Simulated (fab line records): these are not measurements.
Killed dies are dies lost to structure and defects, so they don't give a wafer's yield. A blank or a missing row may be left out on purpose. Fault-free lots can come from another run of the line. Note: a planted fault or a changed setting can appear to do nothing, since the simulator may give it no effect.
Split-lot study / flow n5_finfet / 7 lots, 21 wafers read, on a route of 1938 steps

## SPLIT DETAILS
At N5_SD_EPI_N_EPI_21 (deposits Si:P, time 690 s), the setting epi_growth_time_s was moved away from the recipe's 690 s on 9 of the 21 wafers read, by -7.8% to +8.9%. This setting was run at the recipe's value on the other wafers.

## FROM THE SPLIT TO THE READING: what the file shows between them, 7 steps
- N5_SD_EPI_N_PRECLEAN_24: cleans in O3/DIW, time 60 s
- N5_SD_EPI_P_EPI_21: deposits SiGe:B, time 355 s
- N5_SD_EPI_P_HM_STRIP_48: strips SiNx in H3PO4, material SiNx, target depth 3 nm
- N5_SD_EPI_P_SRD_49: time 30 s
- N5_SD_EPI_P_PRECLEAN_24: cleans in O3/DIW, time 45 s
- N5_SD_ACTIVATION_RTA_00: time 0 s
- N5_SD_ACTIVATION_LSA_01: time 0.0008 s

## THE READING
RS_SD_N (ohm/sq), read at N5_SD_ACTIVATION_RS_MEAS_03 with a four-point probe. On this fab line, fault-free wafers typically give 21.81 ohm/sq with a standard deviation of 0.27 ohm/sq.

wafer=L078.3; tool, chamber at the split=epi_rpcvd-03, 0; epi_growth_time_s as run, s=690; against the recipe=recipe; RS_SD_N, ohm/sq=21.38; against lot-mates on the recipe=-
wafer=L078.4; tool, chamber at the split=epi_rpcvd-03, 0; epi_growth_time_s as run, s=690; against the recipe=recipe; RS_SD_N, ohm/sq=21.69; against lot-mates on the recipe=-
wafer=L078.5; tool, chamber at the split=epi_rpcvd-03, 0; epi_growth_time_s as run, s=690; against the recipe=recipe; RS_SD_N, ohm/sq=21.87; against lot-mates on the recipe=-
wafer=L082.2; tool, chamber at the split=epi_rpcvd-01, 0; epi_growth_time_s as run, s=690; against the recipe=recipe; RS_SD_N, ohm/sq=22.21; against lot-mates on the recipe=-
wafer=L082.4; tool, chamber at the split=epi_rpcvd-01, 0; epi_growth_time_s as run, s=690; against the recipe=recipe; RS_SD_N, ohm/sq=21.97; against lot-mates on the recipe=-
wafer=L082.6; tool, chamber at the split=epi_rpcvd-01, 0; epi_growth_time_s as run, s=645.3; against the recipe=-6.5%; RS_SD_N, ohm/sq=23.06; against lot-mates on the recipe=+0.97
wafer=L084.1; tool, chamber at the split=epi_rpcvd-03, 0; epi_growth_time_s as run, s=636.3; against the recipe=-7.8%; RS_SD_N, ohm/sq=22.56; against lot-mates on the recipe=+0.91
wafer=L084.2; tool, chamber at the split=epi_rpcvd-03, 0; epi_growth_time_s as run, s=690; against the recipe=recipe; RS_SD_N, ohm/sq=21.65; against lot-mates on the recipe=-
wafer=L084.4; tool, chamber at the split=epi_rpcvd-03, 0; epi_growth_time_s as run, s=690; against the recipe=recipe; RS_SD_N, ohm/sq=21.64; against lot-mates on the recipe=-
wafer=L086.1; tool, chamber at the split=epi_rpcvd-01, 0; epi_growth_time_s as run, s=656.3; against the recipe=-4.9%; RS_SD_N, ohm/sq=22.90; against lot-mates on the recipe=+0.80
wafer=L086.5; tool, chamber at the split=epi_rpcvd-01, 0; epi_growth_time_s as run, s=690; against the recipe=recipe; RS_SD_N, ohm/sq=22.10; against lot-mates on the recipe=-
wafer=L086.6; tool, chamber at the split=epi_rpcvd-01, 0; epi_growth_time_s as run, s=656.3; against the recipe=-4.9%; RS_SD_N, ohm/sq=23.03; against lot-mates on the recipe=+0.93
wafer=L089.1; tool, chamber at the split=epi_rpcvd-02, 0; epi_growth_time_s as run, s=751.4; against the recipe=+8.9%; RS_SD_N, ohm/sq=20.40; against lot-mates on the recipe=-1.51
wafer=L089.3; tool, chamber at the split=epi_rpcvd-02, 0; epi_growth_time_s as run, s=751.4; against the recipe=+8.9%; RS_SD_N, ohm/sq=20.23; against lot-mates on the recipe=-1.68
wafer=L089.4; tool, chamber at the split=epi_rpcvd-02, 0; epi_growth_time_s as run, s=690; against the recipe=recipe; RS_SD_N, ohm/sq=21.91; against lot-mates on the recipe=-
wafer=L090.4; tool, chamber at the split=epi_rpcvd-03, 0; epi_growth_time_s as run, s=690; against the recipe=recipe; RS_SD_N, ohm/sq=21.69; against lot-mates on the recipe=-
wafer=L090.5; tool, chamber at the split=epi_rpcvd-03, 0; epi_growth_time_s as run, s=720.3; against the recipe=+4.4%; RS_SD_N, ohm/sq=21.00; against lot-mates on the recipe=-0.62
wafer=L090.6; tool, chamber at the split=epi_rpcvd-03, 0; epi_growth_time_s as run, s=690; against the recipe=recipe; RS_SD_N, ohm/sq=21.54; against lot-mates on the recipe=-
wafer=L093.1; tool, chamber at the split=epi_rpcvd-03, 0; epi_growth_time_s as run, s=690; against the recipe=recipe; RS_SD_N, ohm/sq=21.92; against lot-mates on the recipe=-
wafer=L093.4; tool, chamber at the split=epi_rpcvd-03, 0; epi_growth_time_s as run, s=662; against the recipe=-4.1%; RS_SD_N, ohm/sq=22.22; against lot-mates on the recipe=+0.30
wafer=L093.6; tool, chamber at the split=epi_rpcvd-03, 0; epi_growth_time_s as run, s=662; against the recipe=-4.1%; RS_SD_N, ohm/sq=22.25; against lot-mates on the recipe=+0.33

THE FIT
A straight line over all 21 wafers: RS_SD_N changes by -0.164 ohm/sq for each +1% of epi_growth_time_s; r = -0.94; the points scatter about the line by 0.27 ohm/sq.
The same after taking each lot's own level away (the mean of its wafers on the recipe; 21 wafers): -0.155 ohm/sq for each +1%; r = -0.97; scatter 0.17 ohm/sq.
On that fit, the largest move of epi_growth_time_s shifts the reading by 1.4 ohm/sq.
Measured against the standard deviation above, the lots' own levels, which go from 21.615 to 22.100 ohm/sq, span 1.8 times it.
Hence the lot-to-lot level has little effect on the slope; both slopes agree.
Check: for one of the wafers moved furthest among these (+8.9%), held out of the fit, the line's prediction against its lot-mates is -1.4 ohm/sq. It came out at -1.51 ohm/sq against them.

## THESE WAFERS: OTHER SPLITS
Note: prior to the reading, these wafers also went through further splits. Each is held against what the fit with the lots' levels taken away leaves over:
other split on the same wafers=N5_WELL_APT_COAT_02 spin_rpm; wafers away from the commonest value=7; r with RS_SD_N (lot level and that fit taken away)=+0.04
other split on the same wafers=N5_PMOS_HMC_CHANNEL_EPI_HM_DEP_34 time_s; wafers away from the commonest value=4; r with RS_SD_N (lot level and that fit taken away)=-0.08
other split on the same wafers=N5_PMOS_HMC_CHANNEL_EPI_PEB_07 peb_time_s; wafers away from the commonest value=7; r with RS_SD_N (lot level and that fit taken away)=+0.07
other split on the same wafers=N5_DUMMY_GATE_ETCH_31 target_depth_a; wafers away from the commonest value=7; r with RS_SD_N (lot level and that fit taken away)=-0.34

## THE WHOLE CHAIN: every reading that the file lists as answering this split, in the file's order
step=N5_SD_EPI_N_EPI_21; what it does=deposits Si:P, time 690 s; reading=Si-P_of_SD_EPI_N_EPI_21.thk_nm (the simulator's own value, which no gauge read); change (the file's fit)=+0.402 nm for each +1% of the setting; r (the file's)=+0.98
step=N5_SD_EPI_P_HM_STRIP_48; what it does=strips SiNx in H3PO4, material SiNx, target depth 3 nm; reading=Si-P_of_SD_EPI_N_EPI_21.thk_nm (the simulator's own value, which no gauge read); change (the file's fit)=+0.405 nm for each +1% of the setting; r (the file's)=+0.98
step=N5_SD_ACTIVATION_RS_MEAS_03; what it does=measures by four-point-probe; reading=RS_SD_N; change (the file's fit)=-0.149 for each +1% of the setting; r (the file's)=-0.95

## THE FILE'S OWN FIT
RS_SD_N changes by -0.149 ohm/sq for each +1% of epi_growth_time_s, r = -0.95.
